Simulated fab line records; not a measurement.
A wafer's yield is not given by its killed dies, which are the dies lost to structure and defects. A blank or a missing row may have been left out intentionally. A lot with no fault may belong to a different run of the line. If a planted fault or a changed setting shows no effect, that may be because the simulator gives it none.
A struck lot beside a sound one ; flow n5_finfet ; 27 out of 1938 route steps
Sound: the wafers L673.3, L673.4. The struck wafers were L678.1, L678.2, L678.3. Last of all comes the cause.
Order at every step that has rows: each side's tool, ch and its chambers, its first start. Under that, the readings that differ: sound wafers ; struck wafers ; difference of the means ; sigmas: that difference in standard deviations of wafers without a fault.
alike: a reading whose means differ by less than 2 such deviations, as well as words and numbers matching on both sides. not compared: withheld readings; readings where some wafer has no value; bounds like >300 that might hide an equal value; numbers whose values overlap and for which the record gives no deviation.
The two part at a step that has a row with sigmas, a row that says differs or no value, or rows on one side only. When numbers do not overlap yet have no deviation, they are printed without sigmas and do not part them. A reading that every wafer of one side lacks parts them only if that side has two wafers or more.

first, 9 steps without rows for these wafers: N5_BEOL_M5_DESCUM_16 (chemistry O2, time 7 s); N5_BEOL_M5_ETCH_72 (etches underlayer in N2/H2, target depth 6.5 nm, time 5.2 s); N5_BEOL_M5_ETCH_61 (etches SiARC in CF4, target depth 15.6 nm, time 26 s); N5_BEOL_M5_ETCH_62 (etches SOC in N2/H2, target depth 75 nm, overetch 15 nm, time 112.5 s); N5_BEOL_M5_STRIP_63 (strips in N2/H2); N5_BEOL_M5_STRIP_73 (strips in N2/H2); N5_BEOL_M5_STRIP_64 (strips in CF4); N5_BEOL_M5_HM_OPEN_17 (chemistry Cl2/BCl3, target TiN, target depth 20 nm, overetch 6 nm); N5_BEOL_M5_STRIP_19 (strips in O2).
N5_BEOL_M5_COAT_65: time 60 s, resist thk 60 nm.
  sound on litho_track-01 ch 0, day 13 17:14; struck on litho_track-01 ch 0, day 15 00:46
reading;sound;struck;difference;sigmas
spin_speed_rpm (rpm);1500.5 1501.5;1432.0 1431.7 1432.6;-68.9;-88
model.SOC_of_BEOL_M5_COAT_65.thk_nm (nm);60 60;61.2 61.4 61.4;+1.3;
then, 11 steps without rows for these wafers: N5_BEOL_M5_COAT_66 (time 60 s, resist thk 12 nm); N5_BEOL_M5_COAT_74 (time 60 s, resist thk 5 nm); N5_BEOL_M5_COAT_22 (resist thk 30 nm); N5_BEOL_M5_EBR_24; N5_BEOL_M5_SOFTBAKE_23 (time 60 s); N5_BEOL_M5_EXPOSE_25 (exposes mask V4, defocus 10 nm); N5_BEOL_M5_PEB_26 (peb time 60 s); N5_BEOL_M5_DEVELOP_27 (develop time 30 s); N5_BEOL_M5_DESCUM_33 (chemistry O2, time 7 s); N5_BEOL_M5_ETCH_75 (etches underlayer in N2/H2, target depth 6.5 nm, time 5.2 s); N5_BEOL_M5_ETCH_67 (etches SiARC in CF4, target depth 15.6 nm, time 26 s).
N5_BEOL_M5_ETCH_68: etches SOC in N2/H2, target depth 80 nm, overetch 16 nm, time 120 s.
  sound on rie_diel-06 ch 0,3, day 13 17:57; struck on rie_diel-06 ch 0,1,3, day 15 01:22
reading;sound;struck;difference;sigmas
model.etch.depth_nm (nm);59.9 60.06;61.28 61.48 61.4;+1.41;
  alike: chamber_pressure_mTorr, drypump_motor_current_A, oes_product_au, rf_vpp_V, showerhead_plenum_p_Torr, throttle_valve_pct
  not compared: rf_hours_counter_h
then, 2 steps without rows for these wafers: N5_BEOL_M5_STRIP_69 (strips in N2/H2); N5_BEOL_M5_STRIP_76 (strips in N2/H2).
N5_BEOL_M5_VIA_ETCH_34: etches SiCOH lowk in C4F6/O2, target depth 88.3 nm, time 39.2 s.
  sound on rie_diel-06 ch 0,3, day 13 18:03; struck on rie_diel-06 ch 0,1,3, day 15 01:28
reading;sound;struck;difference;sigmas
model.SOC_of_BEOL_M5_COAT_65.thk_nm (nm);55.8 56;57.2 57.4 57.2;+1.4;
  alike: chamber_pressure_mTorr, drypump_motor_current_A, mfc_ar_sccm, oes_ar_750_au, oes_product_au, rf_vpp_V, showerhead_plenum_p_Torr, throttle_valve_pct
  not compared: rf_hours_counter_h
then, 1 step without rows for these wafers: N5_BEOL_M5_STRIP_85 (strips in C4F6/O2).
-- here the record skips 5 days between the struck wafers' starts before and after, leaving off in module BEOL_M5 and picking up in module PASSIVATION (first step shown: number 1936 of the route) --
N5_PASSIVATION_PROBE_49:
  sound on prober-01 at day 17 15:10; struck on prober-02 at day 20 04:02
reading;sound;struck;difference;sigmas
killed_at_other;4 14;0 1 1;-8;-3
  alike: defect_limited_yield, killed_at_M0_to_M3, killed_at_M4_up, killed_at_contacts, killed_at_front_end, killed_dies, killed_open, killed_short, sort_bin_5_function, sort_bin_6_memory, sort_n_pass, sort_yield_pct

## WHERE THEY PART
First at N5_BEOL_M5_COAT_65; last, within this record, at N5_PASSIVATION_PROBE_49.

WHY: whatever the simulator had introduced
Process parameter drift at N5_BEOL_M5_COAT_65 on litho_track-01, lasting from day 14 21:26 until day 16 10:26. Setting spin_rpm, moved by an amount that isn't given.
